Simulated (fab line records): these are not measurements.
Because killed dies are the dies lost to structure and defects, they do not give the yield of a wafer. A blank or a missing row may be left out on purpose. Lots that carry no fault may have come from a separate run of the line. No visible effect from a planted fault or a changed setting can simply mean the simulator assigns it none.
A struck lot beside a sound one || flow n5Finfet || 36 out of 1938 route steps
Sound: the wafers L978.1, L978.4, L978.6. Struck: wafer L988.2. (L988.3, L988.6 of the same lot were not struck and are left out.) The cause comes at the end.
Per side, at each step with rows, come the tool, then ch with its chambers, and then its first start. Under that, the readings that differ: sound wafers || struck wafers || difference of the means || sigmas: that difference in standard deviations of wafers without a fault.
alike: a reading whose means differ by less than 2 such deviations, as well as words and numbers matching on both sides. not compared: withheld readings; readings where some wafer has no value; bounds like >300 that might hide an equal value; numbers whose values overlap and for which the record gives no deviation.
The two part at a step that has a row with sigmas, a row that says differs or no value, or rows on one side only. Numbers that don't overlap but have no deviation are shown without sigmas and don't part them. Lack of a reading on every wafer of one side parts them only where that side has two or more wafers.

first, 8 steps without rows for these wafers: N5_BEOL_M2_ECD_50 (material Cu, target thk 300 nm); N5_BEOL_M2_ANNEAL_51 (time 90 s); N5_BEOL_M2_CMP_52 (polishes, stops on SiOC, t overpolish 6.8 s, target thk 40 nm); N5_BEOL_M2_PRE_CLEAN_60 (time 15 s); N5_BEOL_M2_CO_CAP_55 (material Co, precursor CCTBA/H2, target thk 2 nm, time 102.1 s); N5_BEOL_M2_PRE_CLEAN_56 (time 15 s); N5_BEOL_M2_DEP_57 (deposits SiCN from 3MS/NH3, target thk 8 nm, time 14 s); N5_BEOL_M3_ILD_DEP_00 (deposits SiOC from DEMS/O2, target thk 79 nm, time 15.3 s).
N5_BEOL_M3_PECVD_72: deposits SiO2 from TEOS/O2, target thk 16 nm, time 18 s.
  sound on pecvd-04 ch 0,1,2, day 8 12:54; struck on pecvd-04 ch 1, day 11 10:59
{"reading": "susceptorTempC (C)", "sound": "399.94 400.15 400.08", "struck": 386.91, "difference": -13.15, "sigmas": -60}
{"reading": "model.SiO2_of_BEOL_M3_PECVD_72.thkNm (nm)", "sound": "16.2 16 16.2", "struck": 17.4, "difference": "+1.3", "sigmas": ""}
  alike: heaterPowerOuterW, heaterPowerW, rfFwdPowerW, showerheadPlenumPTorr, throttleValvePct
then, 25 steps without rows for these wafers: N5_BEOL_M3_HM_DEP_02 (deposits TiN, target thk 20 nm); N5_BEOL_M3_COAT_61 (time 60 s, resist thk 60 nm); N5_BEOL_M3_COAT_62 (time 60 s, resist thk 12 nm); N5_BEOL_M3_COAT_73 (time 60 s, resist thk 5 nm); N5_BEOL_M3_COAT_05 (resist thk 30 nm); N5_BEOL_M3_EBR_07; N5_BEOL_M3_SOFTBAKE_06 (time 60 s); N5_BEOL_M3_EXPOSE_08 (exposes mask M3); N5_BEOL_M3_PEB_09 (peb time 60 s); N5_BEOL_M3_DEVELOP_10 (develop time 30 s); N5_BEOL_M3_DESCUM_16 (chemistry O2, time 7 s); N5_BEOL_M3_ETCH_74 (etches underlayer in N2/H2, target depth 6.5 nm, time 5.2 s); N5_BEOL_M3_ETCH_63 (etches SiARC in CF4, target depth 15.6 nm, time 26 s); N5_BEOL_M3_ETCH_64 (etches SOC in N2/H2, target depth 75 nm, overetch 15 nm, time 112.5 s); N5_BEOL_M3_STRIP_65 (strips in N2/H2); N5_BEOL_M3_STRIP_75 (strips in N2/H2); N5_BEOL_M3_STRIP_66 (strips in CF4); N5_BEOL_M3_HM_OPEN_17 (chemistry Cl2/BCl3, target TiN, target depth 20 nm, overetch 6 nm); N5_BEOL_M3_STRIP_19 (strips in O2); N5_BEOL_M3_COAT_67 (time 60 s, resist thk 60 nm); N5_BEOL_M3_COAT_68 (time 60 s, resist thk 12 nm); N5_BEOL_M3_COAT_76 (time 60 s, resist thk 5 nm); N5_BEOL_M3_COAT_22 (resist thk 30 nm); N5_BEOL_M3_EBR_24; N5_BEOL_M3_SOFTBAKE_23 (time 60 s).
N5_BEOL_M3_HM_STRIP_39: strips TiN in peroxide tin strip, target depth 25 nm, time 158 s.
  sound on wetBench-03 ch 2,3,4, day 8 20:52; struck on wetBench-03 ch 5, day 11 14:26
{"reading": "model.SiO2_of_BEOL_M3_PECVD_72.thkNm (nm)", "sound": "16 16 16", "struck": 17.2, "difference": "+1.2", "sigmas": ""}
N5_BEOL_M4_RC_MEAS_101:
  sound on prober-01 ch 0, day 9 09:08; struck on prober-01 ch 0, day 12 05:41
{"reading": "DIBL_N (mV/V)", "sound": "33.2 35.0 33.6", "struck": 38.5, "difference": "+4.6", "sigmas": "+3"}
{"reading": "DIBL_P (mV/V)", "sound": "32.1 34.2 32.7", "struck": 38.9, "difference": "+5.9", "sigmas": "+3"}
{"reading": "IOFF_N (nA/um)", "sound": "0.116 0.127 0.116", "struck": 0.187, "difference": "+0.067", "sigmas": "+2"}
{"reading": "SS_N (mV/dec)", "sound": "70.8 70.1 70.3", "struck": 72.4, "difference": "+2.0", "sigmas": "+4"}
  alike: IOFF_P, ION_N, ION_P, SS_P, VT_N, VT_P

WHERE THEY PART
First at N5_BEOL_M3_PECVD_72; last, within this record, at N5_BEOL_M4_RC_MEAS_101.

WHY: what the simulator had put in
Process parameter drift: pecvd-04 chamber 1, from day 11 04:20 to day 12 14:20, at N5_BEOL_M3_PECVD_72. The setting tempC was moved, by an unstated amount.
